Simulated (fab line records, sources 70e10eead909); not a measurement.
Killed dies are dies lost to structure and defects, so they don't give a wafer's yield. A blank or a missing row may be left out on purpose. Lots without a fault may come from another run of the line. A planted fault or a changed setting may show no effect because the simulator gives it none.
Chamber matching | flow nand_harc | NHARC_A_WL_FILL_STRIP_29 on rie_diel-13: 4 sister chambers
The step strips in O2, time 20 s. 18 wafers are shown with their chamber, then 9 later ones without.

WAFERS WITH THEIR CHAMBER
wafer  | chamber | showerhead_plenum_p_Torr (Torr) | drypump_motor_current_A (A) | rf_vpp_V (V)
L077.1 | 0       | 3.46                            | 4.6                         | 57.6
L077.2 | 3       | 3.60                            | 5.7                         | 57.1
L077.6 | 3       | 3.60                            | 5.8                         | 57.7
L079.2 | 3       | 3.60                            | 5.7                         | 58.4
L079.4 | 0       | 3.46                            | 4.6                         | 58.6
L079.6 | 1       | 3.35                            | 5.1                         | 55.8
L080.3 | 3       | 3.60                            | 5.7                         | 57.2
L080.4 | 0       | 3.46                            | 4.6                         | 57.7
L080.5 | 2       | 3.35                            | 5.1                         | 57.1
L083.1 | 3       | 3.60                            | 5.7                         | 60.7
L083.3 | 0       | 3.46                            | 4.6                         | 57.1
L083.5 | 3       | 3.60                            | 5.7                         | 58.3
L087.1 | 1       | 3.35                            | 5.1                         | 57.2
L087.2 | 2       | 3.35                            | 5.1                         | 57.7
L087.4 | 0       | 3.45                            | 4.6                         | 57.8
L088.1 | 2       | 3.35                            | 5.1                         | 57.6
L088.3 | 0       | 3.46                            | 4.6                         | 57.3
L088.4 | 3       | 3.60                            | 5.7                         | 59.5

SIGNATURES (means of the wafers above)
reading                  | chamber 0 | chamber 1 | chamber 2 | chamber 3 | scatter within a chamber
showerhead_plenum_p_Torr | 3.4583    | 3.3500    | 3.3500    | 3.6000    | 0.00244
drypump_motor_current_A  | 4.600     | 5.100     | 5.100     | 5.714     | 0.0247
rf_vpp_V                 | 57.683    | 56.500    | 57.467    | 58.414    | 0.951
Rule: a wafer's distance from a chamber is the root of the sum, over the readings, of the square of ((its reading less the chamber's mean) divided by the reading's scatter). The wafer belongs to the nearest chamber; if the next one is less than 2 further off, it can't be placed. The scatter: the root of (the sum of the squares of (reading less its chamber's mean) over the shown wafers, divided by (wafers less chambers)).

WAFERS WITHOUT THEIR CHAMBER
wafer  | showerhead_plenum_p_Torr (Torr) | drypump_motor_current_A (A) | rf_vpp_V (V)
L089.3 | 3.35                            | 5.1                         | 58.5
L089.4 | 3.34                            | 5.1                         | 58.0
L089.5 | 3.45                            | 4.6                         | 57.0
L096.1 | 3.34                            | 5.1                         | 57.5
L096.3 | 3.45                            | 4.6                         | 57.4
L096.4 | 3.35                            | 5.2                         | 56.6
L095.1 | 3.60                            | 5.7                         | 59.0
L095.2 | 3.34                            | 5.1                         | 56.0
L095.3 | 3.45                            | 4.6                         | 57.2

WHICH CHAMBER EACH WENT THROUGH
wafer  | from the rows above     | in truth
L089.3 | can't be placed: 2 or 1 | 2
L089.4 | can't be placed: 2 or 1 | 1
L089.5 | 0                       | 0
L096.1 | can't be placed: 2 or 1 | 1
L096.3 | 0                       | 0
L096.4 | can't be placed: 1 or 2 | 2
L095.1 | 3                       | 3
L095.2 | can't be placed: 1 or 2 | 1
L095.3 | 0                       | 0
Placed correctly: 4 of 9. Can't be placed from these rows: 5 (the true chamber is among the candidates in 5). Placed wrongly: 0.
